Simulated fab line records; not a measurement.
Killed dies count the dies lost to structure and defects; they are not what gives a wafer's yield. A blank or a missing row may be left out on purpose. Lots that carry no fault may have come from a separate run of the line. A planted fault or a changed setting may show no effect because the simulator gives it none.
fab line records + flow n5Finfet
record
- lots=10
- wafers=29
- lastDay=18
route steps=1938 shown BEOL_M3@1019 BEOL_M4@1034 PASSIVATION@1936
lots that met no fault: taken from a fault-free run of the same line
startH: the number of hours between the record's first day and the start of the first shown wafer of the lot + waitH: hours since the lot's step before + " as in the row above + L1.1+2: a row that stands for several wafers + - no value present, or no start provided + * or withheld: withheld + < > ~ a bound
route shown NAME@n: a module of which the file shows steps, and the number in the route of the first + usual: mean/standard deviation taken from wafers without a fault + same: alike in all rows + chamber/n: place in a boat + sites: each site's reading + _std_site: the values' standard deviation + _edge_site: inner sites' mean taken away from outer sites' mean + radiusMm: for every site, how far away it sits from the centre of the wafer + mask NAME#n: copy n + behind: the last tool/chamber to shape the wafer + hold: why the lot was held/for how many hours/how that ended + device: whichever transistor did not switch (one of n, p or np) + end of line: tests run on the same wafers once the route is complete + step lacking rows: just its recipe + killed: dies lost to structure and defects at the first sort, not the wafer's yield + map: dies across one wafer; x = killed, . = not, _ = none there
set.NAME: the run value of the setting; set.NAME@STEP: its run value at that earlier step + model.NAME: the simulator's own value behind a step, which no gauge read
route steps across a sampled set of lots; one table per step, one row per wafer
services: when a tool's chamber went out of use (startH, in hours from the record's first day, below 0 if earlier), for how many hours, and the reason
## steps
# step N5_BEOL_M3_RS_MEAS_58
# recipe
- thkMeasGauge=four-point-probe
- reads=Co_of_BEOL_M3_CO_CAP_55+Cu_of_BEOL_M3_ECD_50+Co_of_BEOL_M3_CVD_47+TaN_of_BEOL_M3_ALD_84
# usual
- M3_RS=0.69/0.036
| lot.wafer | tool         | chamber | startH | waitH | M3_RS[ohm/sq] |
|-----------|--------------|---------|--------|-------|---------------|
| L154.2    | filmMetro-02 | -       | 153.51 | 0.1   | 0.71          |
| L154.3    | "            | -       | "      | "     | 0.71          |
| L154.4    | "            | -       | "      | "     | 0.62          |
| L155.1    | filmMetro-01 | -       | 157.03 | 0.0   | 0.73          |
| L155.4    | "            | -       | "      | "     | 0.74          |
| L155.6    | "            | -       | "      | "     | 0.78          |
| L157.2    | filmMetro-01 | -       | 169.97 | 0.1   | 0.75          |
| L157.4    | "            | -       | "      | "     | 0.69          |
| L157.5    | "            | -       | "      | "     | 0.63          |
| L163.1    | filmMetro-02 | -       | 220.10 | 0.0   | 0.69          |
| L163.3    | "            | -       | "      | "     | 0.66          |
| L163.4    | "            | -       | "      | "     | 0.67          |
| L166.1    | filmMetro-02 | -       | 224.61 | 0.0   | 0.64          |
| L166.2    | "            | -       | "      | "     | 0.68          |
| L166.4    | "            | -       | "      | "     | 0.68          |
| L172.4    | filmMetro-02 | -       | 261.38 | 0.1   | 0.65          |
| L172.5    | "            | -       | "      | "     | 0.67          |
| L172.6    | "            | -       | "      | "     | 0.64          |
| L171.1    | filmMetro-01 | -       | 268.50 | 0.1   | 0.68          |
| L171.2    | "            | -       | "      | "     | 0.68          |
| L171.6    | "            | -       | "      | "     | 0.70          |
| L173.1    | filmMetro-01 | -       | 273.86 | 0.0   | 0.78          |
| L173.5    | "            | -       | "      | "     | 0.73          |
| L173.6    | "            | -       | "      | "     | 0.77          |
| L175.2    | filmMetro-01 | -       | 289.77 | 0.1   | 0.70          |
| L175.3    | "            | -       | "      | "     | 0.77          |
| L175.6    | "            | -       | "      | "     | 0.67          |
| L177.1    | filmMetro-01 | -       | 308.60 | 0.0   | 0.76          |
| L177.4    | "            | -       | "      | "     | 0.73          |
# step N5_BEOL_M4_CD_MEAS_11
# recipe
- targetCdNm=16.79
- landingEnergyEv=500
- detector=seInlens
- polarity=opening
# usual
- cdNm=16.71/0.22
| lot.wafer | tool     | chamber | startH | waitH | cdNm  |
|-----------|----------|---------|--------|-------|-------|
| L154.2    | cdSem-03 | 0       | 154.15 | -     | 16.57 |
| L154.3    | "        | 0       | "      | "     | 16.55 |
| L154.4    | "        | 0       | "      | "     | 16.55 |
| L155.1    | cdSem-02 | 0       | 158.13 | -     | 17.01 |
| L155.4    | "        | 0       | "      | "     | 16.80 |
| L155.6    | "        | 0       | "      | "     | 16.58 |
| L157.2    | cdSem-02 | 0       | 171.44 | -     | 16.91 |
| L157.4    | "        | 0       | "      | "     | 16.90 |
| L157.5    | "        | 0       | "      | "     | 16.43 |
| L163.1    | cdSem-02 | 0       | 222.54 | -     | 16.58 |
| L163.3    | "        | 0       | "      | "     | 17.18 |
| L163.4    | "        | 0       | "      | "     | 17.18 |
| L166.1    | cdSem-01 | 0       | 226.30 | -     | 16.76 |
| L166.2    | "        | 0       | "      | "     | 16.67 |
| L166.4    | "        | 0       | "      | "     | 16.23 |
| L172.4    | cdSem-02 | 0       | 263.39 | -     | 16.53 |
| L172.5    | "        | 0       | "      | "     | 16.59 |
| L172.6    | "        | 0       | "      | "     | 16.41 |
| L171.1    | cdSem-01 | 0       | 269.88 | -     | 16.56 |
| L171.2    | "        | 0       | "      | "     | 16.38 |
| L171.6    | "        | 0       | "      | "     | 16.65 |
| L173.1    | cdSem-03 | 0       | 274.81 | -     | 16.66 |
| L173.5    | "        | 0       | "      | "     | 16.67 |
| L173.6    | "        | 0       | "      | "     | 16.79 |
| L175.2    | cdSem-01 | 0       | 291.77 | -     | 16.74 |
| L175.3    | "        | 0       | "      | "     | 16.65 |
| L175.6    | "        | 0       | "      | "     | 16.78 |
| L177.1    | cdSem-03 | 0       | 309.69 | -     | 16.75 |
| L177.4    | "        | 0       | "      | "     | 16.92 |
# step N5_BEOL_M4_STRIP_19
# recipe
- chemistry=O2
- powerW=400
- tempC=40
- pressureMtorr=30
- rfFrequencyHz=6e+07
- biasPowerW=0
- overashFraction=0.2
- o2FlowSccm=225
# usual
- drypumpMotorCurrentA=5.5/0.49
- oesProductAu=0.82/0.098
- rfVppV=3.7/0.49
- showerheadPlenumPTorr=2.08/0.07
- throttleValvePct=16.6/0.3
| lot.wafer | tool       | chamber | startH | waitH | drypumpMotorCurrentA | oesProductAu | rfHoursCounterH | rfVppV | showerheadPlenumPTorr | throttleValvePct |
|-----------|------------|---------|--------|-------|----------------------|--------------|-----------------|--------|-----------------------|------------------|
| L154.2    | rieDiel-04 | 1       | 154.71 | 0.1   | 6.0                  | 0.74         | 187             | 3.8    | 2.17                  | 17.0             |
| L154.3    | "          | 0       | "      | "     | 5.0                  | 0.68         | 249             | 2.6    | 2.04                  | 16.8             |
| L154.4    | "          | 1       | "      | "     | 6.0                  | 0.75         | -               | 3.3    | 2.17                  | 17.0             |
| L155.1    | rieDiel-02 | 1       | 158.62 | 0.1   | 6.4                  | 0.69         | 247             | 3.9    | 2.06                  | 16.5             |
| L155.4    | "          | 2       | "      | "     | 5.1                  | 0.86         | 51              | 3.5    | 2.05                  | 16.5             |
| L155.6    | "          | 0       | "      | "     | 5.1                  | 0.71         | -               | 3.7    | 1.98                  | 17.1             |
| L157.2    | rieDiel-02 | 3       | 171.93 | 0.1   | 5.3                  | 0.93         | 27              | 3.4    | 2.24                  | 16.5             |
| L157.4    | "          | 2       | "      | "     | 5.2                  | 0.85         | -               | 4.0    | 2.05                  | 16.5             |
| L157.5    | "          | 3       | "      | "     | 5.2                  | 0.92         | -               | 3.6    | 2.24                  | 16.5             |
| L163.1    | rieDiel-02 | 2       | 223.18 | 0.2   | 5.1                  | 0.82         | 76              | 3.8    | 2.04                  | 16.6             |
| L163.3    | "          | 3       | "      | "     | 5.3                  | 0.88         | 46              | 4.3    | 2.23                  | 16.5             |
| L163.4    | "          | 0       | "      | "     | 5.1                  | 0.69         | 235             | 3.5    | 1.97                  | 17.1             |
| L166.1    | rieDiel-04 | 3       | 227.00 | 0.2   | 6.2                  | 0.90         | 19              | 3.4    | 2.06                  | 16.3             |
| L166.2    | "          | 2       | "      | "     | 5.1                  | 0.90         | 28              | 3.7    | 2.06                  | 16.5             |
| L166.4    | "          | 1       | "      | "     | 6.0                  | 0.72         | 218             | 3.5    | 2.16                  | 17.1             |
| L172.4    | rieDiel-04 | 3       | 264.17 | 0.2   | 6.1                  | 0.87         | -               | 3.6    | 2.05                  | 16.4             |
| L172.5    | "          | 2       | "      | "     | 5.1                  | 0.87         | -               | 4.0    | 2.06                  | 16.6             |
| L172.6    | "          | 1       | "      | "     | 6.0                  | 0.71         | -               | 4.0    | 2.15                  | 17.1             |
| L171.1    | rieDiel-03 | 1       | 270.44 | 0.2   | 5.3                  | 0.77         | 107             | 3.5    | 2.05                  | 16.6             |
| L171.2    | "          | 0       | "      | "     | 6.1                  | 0.85         | 57              | 4.2    | 2.05                  | 16.9             |
| L171.6    | "          | 2       | "      | "     | 5.8                  | 0.97         | -               | 4.7    | 2.07                  | 16.4             |
| L173.1    | rieDiel-04 | 1       | 275.29 | 0.1   | 6.0                  | 0.70         | 238             | 2.8    | 2.15                  | 17.1             |
| L173.5    | "          | 1       | "      | "     | 6.0                  | 0.70         | -               | 3.2    | 2.15                  | 17.1             |
| L173.6    | "          | 2       | "      | "     | 5.1                  | 0.88         | -               | 3.7    | 2.06                  | 16.6             |
| L175.2    | rieDiel-03 | 2       | 292.28 | 0.1   | 5.9                  | 0.93         | 8               | 4.2    | 2.07                  | 16.4             |
| L175.3    | "          | 0       | "      | "     | 6.1                  | 0.84         | 65              | 3.7    | 2.05                  | 17.0             |
| L175.6    | "          | 1       | "      | "     | 5.3                  | 0.77         | -               | 3.5    | 2.04                  | 16.6             |
| L177.1    | rieDiel-03 | 1       | 310.66 | 0.1   | 5.3                  | 0.77         | 121             | 3.7    | 2.04                  | 16.6             |
| L177.4    | "          | 2       | "      | "     | 5.8                  | 0.91         | 14              | 4.0    | 2.07                  | 16.4             |
# step N5_BEOL_M4_INSPECT_30
# recipe
- mode=adi
- inspectInstrument=brightfield
# usual
- rawDefectCount=426/95
| lot.wafer | tool             | chamber | startH | waitH | rawDefectCount |
|-----------|------------------|---------|--------|-------|----------------|
| L154.2    | defectInspect-01 | -       | 155.19 | 0.0   | 421            |
| L154.3    | "                | -       | "      | "     | 369            |
| L154.4    | "                | -       | "      | "     | 411            |
| L155.1    | defectInspect-01 | -       | 159.09 | 0.1   | 631            |
| L155.4    | "                | -       | "      | "     | 501            |
| L155.6    | "                | -       | "      | "     | 390            |
| L157.2    | defectInspect-01 | -       | 172.53 | 0.0   | 509            |
| L157.4    | "                | -       | "      | "     | 575            |
| L157.5    | "                | -       | "      | "     | 635            |
| L163.1    | defectInspect-01 | -       | 223.65 | 0.1   | 350            |
| L163.3    | "                | -       | "      | "     | 400            |
| L163.4    | "                | -       | "      | "     | 464            |
| L166.1    | defectInspect-02 | -       | 227.48 | 0.1   | 320            |
| L166.2    | "                | -       | "      | "     | 375            |
| L166.4    | "                | -       | "      | "     | 353            |
| L172.4    | defectInspect-02 | -       | 264.63 | 0.0   | 791            |
| L172.5    | "                | -       | "      | "     | 927            |
| L172.6    | "                | -       | "      | "     | 735            |
| L171.1    | defectInspect-01 | -       | 271.05 | 0.1   | 388            |
| L171.2    | "                | -       | "      | "     | 335            |
| L171.6    | "                | -       | "      | "     | 341            |
| L173.1    | defectInspect-02 | -       | 275.89 | 0.1   | 722            |
| L173.5    | "                | -       | "      | "     | 710            |
| L173.6    | "                | -       | "      | "     | 764            |
| L175.2    | defectInspect-02 | -       | 292.77 | 0.0   | 438            |
| L175.3    | "                | -       | "      | "     | 457            |
| L175.6    | "                | -       | "      | "     | 542            |
| L177.1    | defectInspect-01 | -       | 311.14 | 0.1   | 405            |
| L177.4    | "                | -       | "      | "     | 371            |
# step N5_BEOL_M4_ETCH_41
# recipe
- chemistry=CH3F/O2
- target=SiCN
- targetDepthA=299
- taperDeg=2
- timeS=52.5
- ionEnergyEv=120
- maskMaterial=TiN
- pressureMtorr=30
- sourceW=395
- biasW=75
- Ar_flow_sccm=150
- CH3F_flow_sccm=30
- O2_flow_sccm=20
# usual
- drypumpMotorCurrentA=5.5/0.5
- oesProductAu=0.82/0.092
- rfVppV=296.8/1.5
- showerheadPlenumPTorr=1.98/0.067
- throttleValvePct=16.3/0.32
| lot.wafer | tool       | chamber | startH | waitH | drypumpMotorCurrentA | oesProductAu | rfHoursCounterH | rfVppV | showerheadPlenumPTorr | throttleValvePct |
|-----------|------------|---------|--------|-------|----------------------|--------------|-----------------|--------|-----------------------|------------------|
| L155.1    | rieDiel-02 | 2       | -      | -     | 5.1                  | 0.86         | 52              | 298.5  | 1.94                  | 16.1             |
| L155.4    | "          | 0       | "      | "     | 5.1                  | 0.71         | 211             | 295.1  | 1.90                  | 16.8             |
| L155.6    | "          | 0       | "      | "     | 5.1                  | 0.71         | -               | 295.1  | 1.90                  | 16.8             |
| L154.2    | rieDiel-02 | 0       | -      | -     | 5.1                  | 0.71         | 212             | 295.3  | 1.90                  | 16.8             |
| L154.3    | "          | 3       | "      | "     | 5.3                  | 0.94         | 24              | 298.8  | 2.13                  | 16.1             |
| L154.4    | "          | 2       | "      | "     | 5.1                  | 0.85         | 54              | 296.0  | 1.94                  | 16.1             |
| L157.2    | rieDiel-04 | 1       | -      | -     | 6.0                  | 0.74         | 195             | 298.9  | 2.07                  | 16.7             |
| L157.4    | "          | 0       | "      | "     | 5.0                  | 0.68         | -               | 297.1  | 1.95                  | 16.5             |
| L157.5    | "          | 2       | "      | "     | 5.1                  | 0.98         | -               | 295.5  | 1.96                  | 16.0             |
| L163.1    | rieDiel-04 | 1       | -      | -     | 6.0                  | 0.72         | 218             | 298.4  | 2.06                  | 16.8             |
| L163.3    | "          | 0       | "      | "     | 4.9                  | 0.95         | 6               | 296.1  | 1.95                  | 16.1             |
| L163.4    | "          | 2       | "      | "     | 5.1                  | 0.89         | 28              | 297.3  | 1.96                  | 16.1             |
| L166.1    | rieDiel-03 | 0       | -      | -     | 6.1                  | 0.88         | 43              | 296.0  | 1.95                  | 16.5             |
| L166.2    | "          | 2       | "      | "     | 5.8                  | 0.70         | 244             | 296.5  | 1.96                  | 16.4             |
| L166.4    | "          | 1       | "      | "     | 5.3                  | 0.81         | 93              | 295.4  | 1.94                  | 16.1             |
| L172.4    | rieDiel-04 | 2       | -      | -     | 5.1                  | 0.87         | -               | 296.3  | 1.95                  | 16.1             |
| L172.5    | "          | 3       | "      | "     | 6.2                  | 0.86         | -               | 295.7  | 1.95                  | 16.0             |
| L172.6    | "          | 1       | "      | "     | 6.0                  | 0.69         | -               | 299.0  | 2.06                  | 16.8             |
| L171.1    | rieDiel-03 | 1       | -      | -     | 5.3                  | 0.79         | 109             | 295.2  | 1.93                  | 16.1             |
| L171.2    | "          | 0       | "      | "     | 6.1                  | 0.86         | 60              | 296.5  | 1.95                  | 16.5             |
| L171.6    | "          | 1       | "      | "     | 5.3                  | 0.78         | -               | 294.1  | 1.93                  | 16.1             |
| L173.1    | rieDiel-04 | 2       | -      | -     | 5.1                  | 0.87         | 52              | 296.2  | 1.95                  | 16.1             |
| L173.5    | "          | 2       | "      | "     | 5.1                  | 0.87         | -               | 295.7  | 1.95                  | 16.2             |
| L173.6    | "          | 3       | "      | "     | 6.1                  | 0.85         | -               | 296.1  | 1.94                  | 16.0             |
| L175.2    | rieDiel-02 | 0       | -      | -     | 5.1                  | 0.96         | 2               | 299.0  | 2.14                  | 16.4             |
| L175.3    | "          | 3       | "      | "     | 5.3                  | 0.85         | 70              | 298.9  | 2.11                  | 16.2             |
| L175.6    | "          | 2       | "      | "     | 5.1                  | 0.79         | -               | 296.9  | 1.93                  | 16.2             |
| L177.1    | rieDiel-03 | 0       | -      | -     | 6.1                  | 0.83         | 75              | 295.2  | 1.94                  | 16.5             |
| L177.4    | "          | 1       | "      | "     | 5.3                  | 0.77         | 124             | 296.1  | 1.93                  | 16.1             |
# step N5_BEOL_M4_RC_MEAS_101
# usual
- DIBL_N=35.8/1.5
- DIBL_P=35.9/1.8
- IOFF_N=0.152/0.025
- IOFF_P=0.21/0.031
- ION_N=672/11
- ION_P=462/7.4
- SS_N=71.5/0.52
- SS_P=73.2/0.54
- VT_N=250/3
- VT_P=-250/3.3
| lot.wafer | tool      | chamber | startH | waitH | DIBL_N[mV/V] | DIBL_P[mV/V] | IOFF_N[nA/um] | IOFF_P[nA/um] | ION_N[uA/um] | ION_P[uA/um] | SS_N[mV/dec] | SS_P[mV/dec] | VT_N[mV] | VT_P[mV] |
|-----------|-----------|---------|--------|-------|--------------|--------------|---------------|---------------|--------------|--------------|--------------|--------------|----------|----------|
| L155.1    | prober-01 | 0       | 166.18 | 0.0   | 35.7         | 36.5         | 0.146         | 0.19          | 670          | 454          | 72.9         | 72.9         | 251      | -253     |
| L155.4    | "         | 0       | "      | "     | 38.0         | 38.4         | 0.192         | 0.21          | 672          | 457          | 73.0         | 73.7         | 250      | -249     |
| L155.6    | "         | 0       | "      | "     | 37.1         | 37.1         | 0.176         | 0.20          | 682          | 455          | 72.7         | 73.0         | 251      | -249     |
| L154.2    | prober-02 | 0       | 172.02 | 0.2   | 37.7         | 37.6         | 0.168         | 0.25          | 681          | 470          | 71.9         | 73.4         | 250      | -247     |
| L154.3    | "         | 0       | "      | "     | 35.8         | 35.2         | 0.146         | 0.20          | 669          | 463          | 71.5         | 73.2         | 250      | -248     |
| L154.4    | "         | 0       | "      | "     | 35.6         | 36.1         | 0.145         | 0.22          | 672          | 472          | 71.4         | 72.5         | 251      | -248     |
| L157.2    | prober-01 | 0       | 178.69 | 0.2   | 34.4         | 31.2         | 0.096         | 0.13          | 655          | 449          | 70.5         | 72.3         | 261      | -260     |
| L157.4    | "         | 0       | "      | "     | 37.0         | 34.5         | 0.137         | 0.18          | 672          | 458          | 71.1         | 73.2         | 253      | -254     |
| L157.5    | "         | 0       | "      | "     | 36.8         | 34.3         | 0.137         | 0.18          | 669          | 458          | 71.2         | 73.1         | 251      | -255     |
| L163.1    | prober-01 | 0       | 230.98 | 0.0   | 35.9         | 35.9         | 0.158         | 0.21          | 673          | 464          | 71.3         | 72.6         | 248      | -245     |
| L163.3    | "         | 0       | "      | "     | 36.2         | 36.9         | 0.169         | 0.23          | 684          | 469          | 71.0         | 73.7         | 248      | -248     |
| L163.4    | "         | 0       | "      | "     | 35.8         | 36.0         | 0.161         | 0.21          | 685          | 466          | 70.9         | 73.8         | 248      | -251     |
| L166.1    | prober-01 | 0       | 236.76 | 0.0   | 37.1         | 37.8         | 0.177         | 0.23          | 667          | 458          | 71.3         | 74.7         | 248      | -248     |
| L166.2    | "         | 0       | "      | "     | 34.2         | 34.8         | 0.128         | 0.18          | 677          | 467          | 71.8         | 73.7         | 252      | -250     |
| L166.4    | "         | 0       | "      | "     | 35.5         | 36.5         | 0.145         | 0.20          | 672          | 459          | 71.3         | 74.1         | 251      | -253     |
| L172.4    | prober-02 | 0       | 271.90 | 0.5   | 35.5         | 37.1         | 0.182         | 0.24          | 682          | 460          | 71.9         | 73.3         | 247      | -247     |
| L172.5    | "         | 0       | "      | "     | 34.3         | 37.2         | 0.175         | 0.24          | 694          | 471          | 71.1         | 72.5         | 245      | -250     |
| L172.6    | "         | 0       | "      | "     | 34.1         | 36.0         | 0.154         | 0.21          | 675          | 460          | 71.2         | 72.7         | 250      | -248     |
| L171.1    | prober-01 | 0       | 284.90 | 0.0   | 34.6         | 35.8         | 0.160         | 0.20          | 672          | 456          | 71.6         | 73.2         | 247      | -250     |
| L171.2    | "         | 0       | "      | "     | 36.3         | 37.8         | 0.185         | 0.24          | 692          | 470          | 71.3         | 73.8         | 245      | -250     |
| L171.6    | "         | 0       | "      | "     | 35.0         | 36.7         | 0.175         | 0.22          | 701          | 472          | 71.0         | 73.5         | 246      | -250     |
| L173.1    | prober-02 | 0       | 285.84 | 0.0   | 36.3         | 38.6         | 0.179         | 0.24          | 677          | 463          | 71.6         | 73.8         | 247      | -249     |
| L173.5    | "         | 0       | "      | "     | 36.0         | 39.4         | 0.177         | 0.26          | 689          | 477          | 71.5         | 73.7         | 248      | -248     |
| L173.6    | "         | 0       | "      | "     | 35.3         | 37.1         | 0.159         | 0.22          | 683          | 462          | 71.4         | 73.4         | 251      | -249     |
| L175.2    | prober-02 | 0       | 300.52 | 0.2   | 33.7         | 34.6         | 0.135         | 0.20          | 662          | 465          | 71.3         | 72.6         | 251      | -249     |
| L175.3    | "         | 0       | "      | "     | 33.9         | 34.2         | 0.133         | 0.19          | 664          | 455          | 71.8         | 73.0         | 253      | -251     |
| L175.6    | "         | 0       | "      | "     | 34.5         | 34.7         | 0.145         | 0.20          | 653          | 455          | 71.4         | 73.2         | 254      | -252     |
| L177.1    | prober-02 | 0       | 321.00 | 0.0   | 35.6         | 35.7         | 0.151         | 0.21          | 666          | 465          | 71.9         | 73.4         | 251      | -251     |
| L177.4    | "         | 0       | "      | "     | 35.0         | 34.9         | 0.137         | 0.19          | 675          | 472          | 71.3         | 72.8         | 256      | -253     |
# step N5_PASSIVATION_PROBE_49
# usual
- defectLimitedYield=91.7/1.7
- killed_at_M0_to_M3=34/10
- killed_at_M4_up=13/5.1
- killedAtContacts=12/6.2
- killedAtFrontEnd=36/12
- killedAtOther=3.2/2.6
- killedDies=98/20
- killedOpen=65/13
- killedShort=32/8.4
- sort_bin_5_function=4.8/1.1
- sort_bin_6_memory=3.2/0.74
- sort_bin_8_speed=0.00/0.012
- sortNPass=1082/20
- sortYieldPct=91.7/1.7
# same
- grossDies=1180
- killedAtBackSide=0
- sort_bin_4_leakage[%]=0
| lot.wafer | tool      | chamber | startH | waitH | defectLimitedYield[%] | killed_at_M0_to_M3 | killed_at_M4_up | killedAtContacts | killedAtFrontEnd | killedAtOther | killedDies | killedOpen | killedShort | sort_bin_5_function[%] | sort_bin_6_memory[%] | sort_bin_8_speed[%] | sortNPass | sortYieldPct[%] |
|-----------|-----------|---------|--------|-------|-----------------------|--------------------|-----------------|------------------|------------------|---------------|------------|------------|-------------|------------------------|----------------------|---------------------|-----------|-----------------|
| L171.1    | prober-01 | -       | 376.49 | 0.0   | 93.9                  | 24                 | 10              | 6                | 31               | 1             | 72         | 42         | 30          | 3.7                    | 2.0                  | 0                   | 1108      | 93.9            |
| L171.2    | prober-01 | -       | 376.54 | 0.1   | 92.1                  | 30                 | 13              | 12               | 33               | 5             | 93         | 67         | 24          | 4.7                    | 2.9                  | 0                   | 1087      | 92.1            |
| L171.6    | prober-01 | -       | 376.74 | 0.3   | 91.3                  | 32                 | 10              | 14               | 40               | 7             | 103        | 66         | 36          | 4.2                    | 4.3                  | 0                   | 1077      | 91.3            |
| L172.4    | prober-02 | -       | 376.64 | 0.2   | 81.8                  | 47                 | 96              | 20               | 48               | 4             | 215        | 89         | 34          | 11.9                   | 4.7                  | 0                   | 965       | 81.8            |
| L172.5    | prober-02 | -       | 376.69 | 0.2   | 83.5                  | 44                 | 75              | 17               | 55               | 4             | 195        | 84         | 45          | 10.3                   | 5.1                  | 0                   | 985       | 83.5            |
| L172.6    | prober-02 | -       | 376.74 | 0.3   | 81.6                  | 63                 | 102             | 6                | 41               | 5             | 217        | 85         | 38          | 12.6                   | 4.1                  | 0                   | 963       | 81.6            |
| L173.1    | prober-02 | -       | 381.90 | 0.0   | 85.2                  | 31                 | 107             | 6                | 31               | 0             | 175        | 57         | 24          | 9.9                    | 3.7                  | 0                   | 1005      | 85.2            |
| L173.5    | prober-02 | -       | 382.10 | 0.2   | 84.9                  | 30                 | 102             | 6                | 39               | 1             | 178        | 56         | 33          | 10.2                   | 3.7                  | 0                   | 1002      | 84.9            |
| L173.6    | prober-02 | -       | 382.15 | 0.3   | 85.7                  | 27                 | 77              | 13               | 52               | 0             | 169        | 67         | 40          | 8.7                    | 3.5                  | 0                   | 1011      | 85.7            |
# killed by level:class
L171.1 FIN_SAQP:geometricParticle:short=7 GATE_CUT:geometricParticle:short=6 BEOL_M0_SAQP:geometricParticle:short=6 STI_FIN_REVEAL:geometricParticle:open=5 BEOL_M3:geometricParticle:open=5 MOL_CONTACT_COAG:geometricParticle:open=5 GATE_CUT:geometricParticle:open=4 BEOL_M0_SAQP:geometricParticle:open=4
L171.2 BEOL_M3:geometricParticle:open=14 MOL_CONTACT_COAG:geometricParticle:open=10 STI_FIN_REVEAL:geometricParticle:open=9 FIN_SAQP:geometricParticle:short=6 FIN_SAQP:geometricParticle:open=5 GATE_CUT:geometricParticle:open=4 BEOL_M1:geometricParticle:open=4 BEOL_M5:geometricParticle:open=4
L172.4 BEOL_M4:unspecified=86 MOL_CONTACT_COAG:geometricParticle:open=19 FIN_SAQP:geometricParticle:open=15 BEOL_M1:geometricParticle:open=11 BEOL_M2:geometricParticle:open=10 FIN_SAQP:geometricParticle:short=8 BEOL_M0_SAQP:geometricParticle:short=8 BEOL_M0_SAQP:geometricParticle:open=7
L172.5 BEOL_M4:unspecified=66 FIN_SAQP:geometricParticle:open=17 BEOL_M0_SAQP:geometricParticle:open=14 MOL_CONTACT_COAG:geometricParticle:open=11 FIN_SAQP:geometricParticle:short=10 STI_FIN_REVEAL:geometricParticle:open=7 BEOL_M0_SAQP:geometricParticle:short=7 MOL_CONTACT_COAG:geometricParticle:short=6
L171.6 BEOL_M2:geometricParticle:open=11 MOL_CONTACT_COAG:geometricParticle:open=10 STI_FIN_REVEAL:geometricParticle:open=9 GATE_CUT:geometricParticle:short=8 FIN_SAQP:geometricParticle:open=7 BEOL_M3:geometricParticle:open=6 BEOL_M1:geometricParticle:open=5 MOL_CONTACT_COAG:geometricParticle:short=4
L172.6 BEOL_M4:unspecified=93 BEOL_M2:geometricParticle:open=14 BEOL_M0_SAQP:geometricParticle:short=12 BEOL_M3:geometricParticle:open=11 BEOL_M1:geometricParticle:open=10 GATE_CUT:geometricParticle:short=9 BEOL_M0_SAQP:geometricParticle:open=9 STI_FIN_REVEAL:geometricParticle:open=7
L173.1 BEOL_M4:unspecified=94 BEOL_M2:geometricParticle:open=10 BEOL_M0_SAQP:geometricParticle:open=7 BEOL_M1:geometricParticle:open=7 MOL_CONTACT_COAG:geometricParticle:open=6 BEOL_M4:geometricParticle:open=6 FIN_SAQP:geometricParticle:open=4 FIN_SAQP:geometricParticle:short=4
L173.5 BEOL_M4:unspecified=88 BEOL_M0_SAQP:geometricParticle:open=8 DUMMY_GATE:geometricParticle:open=7 FIN_SAQP:geometricParticle:short=6 BEOL_M0_SAQP:geometricParticle:short=6 BEOL_M2:geometricParticle:open=6 BEOL_M4:geometricParticle:open=5 STARTING-WAFER:geometricParticle:short=5
L173.6 BEOL_M4:unspecified=62 FIN_SAQP:geometricParticle:open=15 MOL_CONTACT_COAG:geometricParticle:open=9 STI_FIN_REVEAL:geometricParticle:open=8 FIN_SAQP:geometricParticle:short=7 BEOL_M1:geometricParticle:open=7 BEOL_M3:geometricParticle:open=5 DUMMY_GATE:geometricParticle:short=5
## services
| tool       | chamber | startH | hours | kind                        |
|------------|---------|--------|-------|-----------------------------|
| rieDiel-04 | 2       | 139.87 | -     | clean                       |
| rieDiel-04 | 2       | 139.87 | -     | consumableReplace:focusRing |
| rieDiel-04 | 2       | 139.87 | 23.9  | scheduledDown               |
| rieDiel-04 | 2       | 139.87 | 23.9  | ventCycle                   |
| rieDiel-04 | 3       | 163.89 | -     | clean                       |
| rieDiel-04 | 3       | 163.89 | -     | consumableReplace:focusRing |
| rieDiel-04 | 3       | 163.89 | 13.6  | scheduledDown               |
| rieDiel-04 | 3       | 163.89 | 13.6  | ventCycle                   |
| rieDiel-02 | 1       | 166.72 | -     | clean                       |
| rieDiel-02 | 1       | 166.72 | -     | consumableReplace:focusRing |
| rieDiel-02 | 1       | 166.72 | 15.5  | scheduledDown               |
| rieDiel-04 | 0       | 177.63 | -     | clean                       |
| rieDiel-04 | 0       | 177.63 | -     | consumableReplace:focusRing |
| rieDiel-04 | 0       | 177.63 | 29.9  | scheduledDown               |
| rieDiel-04 | 0       | 177.63 | 29.9  | ventCycle                   |
| rieDiel-03 | 1       | 204.96 | 8.0   | repair                      |
| rieDiel-03 | 0       | 222.41 | 3.9   | repair                      |
| rieDiel-04 | 0       | 244.97 | 22.3  | repair                      |
| rieDiel-02 | 3       | 277.74 | 6.1   | repair                      |
| rieDiel-04 | 1       | 305.74 | -     | clean                       |
| rieDiel-04 | 1       | 305.74 | -     | consumableReplace:focusRing |
| rieDiel-04 | 1       | 305.74 | 17.1  | scheduledDown               |
| rieDiel-04 | 1       | 305.74 | 17.1  | ventCycle                   |
| rieDiel-02 | -       | 307.01 | 4.3   | pm                          |
## key
firstSign
- step=N5_BEOL_M4_INSPECT_30
- reading=rawDefectCount
- direction=up
- sigmas=3.7
- usual=426
- struck=775
effect
- step=N5_PASSIVATION_PROBE_49
- reading=killed_at_M4_up
- direction=up
- sigmas=16
- usual=13
- struck=93
moreKillsBornAt
- N5_BEOL_M4_STRIP_19@rieDiel-04=489
metAt N5_BEOL_M4_STRIP_19
struckLots L172,L173
notActingAt N5_BEOL_M3_RS_MEAS_58,N5_BEOL_M4_CD_MEAS_11,N5_BEOL_M4_ETCH_41
onsetBetween 227.00 264.17
fault
- kind=chamberParticleSource
- tool=rieDiel-04
- chamber=-
- onsetH=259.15
- steps=N5_BEOL_M4_STRIP_19
- ratePerVisitCm2=0.39811
- endH=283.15
